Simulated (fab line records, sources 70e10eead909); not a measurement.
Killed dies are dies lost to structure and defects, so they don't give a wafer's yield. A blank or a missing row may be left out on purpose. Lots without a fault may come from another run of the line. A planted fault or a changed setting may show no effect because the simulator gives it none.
Chamber matching | flow nand_harc | NHARC_A_CONTACT_ETCH_92 on rie_diel-09: 4 sister chambers
The step etches the open film in CH3F/O2, target depth 40 nm, time 85.7 s. 4 wafers are shown with their chamber, then 7 later ones without.

WAFERS WITH THEIR CHAMBER
wafer  | chamber | drypump_motor_current_A (A)
L335.1 | 1       | 6.0
L335.6 | 3       | 6.3
L336.2 | 2       | 6.1
L336.3 | 0       | 5.4

WAFERS WITHOUT THEIR CHAMBER
wafer  | drypump_motor_current_A (A)
L336.6 | 5.4
L340.1 | 5.4
L340.4 | 6.3
L340.6 | 6.0
L338.2 | 5.4
L338.3 | 6.3
L338.5 | 5.5

WHICH CHAMBER EACH WENT THROUGH
wafer  | from the rows above | in truth
L336.6 | 0                   | 0
L340.1 | 0                   | 0
L340.4 | 3                   | 3
L340.6 | 1                   | 1
L338.2 | 0                   | 0
L338.3 | 3                   | 3
L338.5 | 0                   | 0
Placed correctly: 7 of 7. Can't be placed from these rows: 0. Placed wrongly: 0.
How it was worked out, from the rows above alone: a wafer's distance from a chamber is the root of the sum, over the readings, of the square of ((its reading less the chamber's mean) divided by the reading's scatter). The wafer belongs to the nearest chamber; if the next one is less than 2 further off, it can't be placed. A chamber's mean is the mean of its shown wafers. The scatter: with one shown wafer a chamber, the root of the mean of the squares of how far each hidden wafer lies from its nearest shown one.
